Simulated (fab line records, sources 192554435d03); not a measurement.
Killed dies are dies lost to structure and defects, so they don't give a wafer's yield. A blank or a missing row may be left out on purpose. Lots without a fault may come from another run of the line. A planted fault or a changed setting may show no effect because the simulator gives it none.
Chamber matching | flow n5_finfet | N5_BEOL_M1_ALD_84 on ald_metal-04: 4 sister chambers
The step deposits TaN, pulse time 2 s, purge time 3 s, co reactant purge time 2 s. 8 wafers are shown with their chamber, then 11 later ones without.

WAFERS WITH THEIR CHAMBER
wafer  | chamber | heater_power_w (W) | chamber_pressure_Torr (Torr)
L081.2 | 3       | 524                | 2.990
L081.5 | 3       | 528                | 3.012
L083.5 | 0       | 398                | 3.001
L083.6 | 1       | 437                | 3.010
L085.4 | 0       | 401                | 3.003
L085.5 | 1       | 439                | 2.989
L085.6 | 2       | 433                | 3.019
L091.2 | 2       | 423                | 3.003

WAFERS WITHOUT THEIR CHAMBER
wafer  | heater_power_w (W) | chamber_pressure_Torr (Torr)
L091.4 | 409                | 3.003
L091.5 | 393                | 2.999
L095.1 | 421                | 2.996
L095.3 | 432                | 2.997
L095.5 | 401                | 3.008
L096.1 | 418                | 2.999
L096.2 | 395                | 3.001
L096.5 | 425                | 2.995
L097.1 | 441                | 3.006
L097.2 | 419                | 3.003
L097.4 | 398                | 3.005

WHICH CHAMBER EACH WENT THROUGH
wafer  | from the rows above     | in truth
L091.4 | 0                       | 0
L091.5 | 0                       | 0
L095.1 | 2                       | 2
L095.3 | can't be placed: 1 or 2 | 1
L095.5 | 0                       | 0
L096.1 | can't be placed: 2 or 0 | 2
L096.2 | 0                       | 0
L096.5 | can't be placed: 2 or 1 | 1
L097.1 | 1                       | 1
L097.2 | 2                       | 2
L097.4 | 0                       | 0
Placed correctly: 8 of 11. Can't be placed from these rows: 3 (the true chamber is among the candidates in 3). Placed wrongly: 0.
How it was worked out, from the rows above alone: a wafer's distance from a chamber is the root of the sum, over the readings, of the square of ((its reading less the chamber's mean) divided by the reading's scatter). The wafer belongs to the nearest chamber; if the next one is less than 2 further off, it can't be placed. A chamber's mean is the mean of its shown wafers. The scatter: the root of (the sum of the squares of (reading less its chamber's mean) over the shown wafers, divided by (wafers less chambers)).
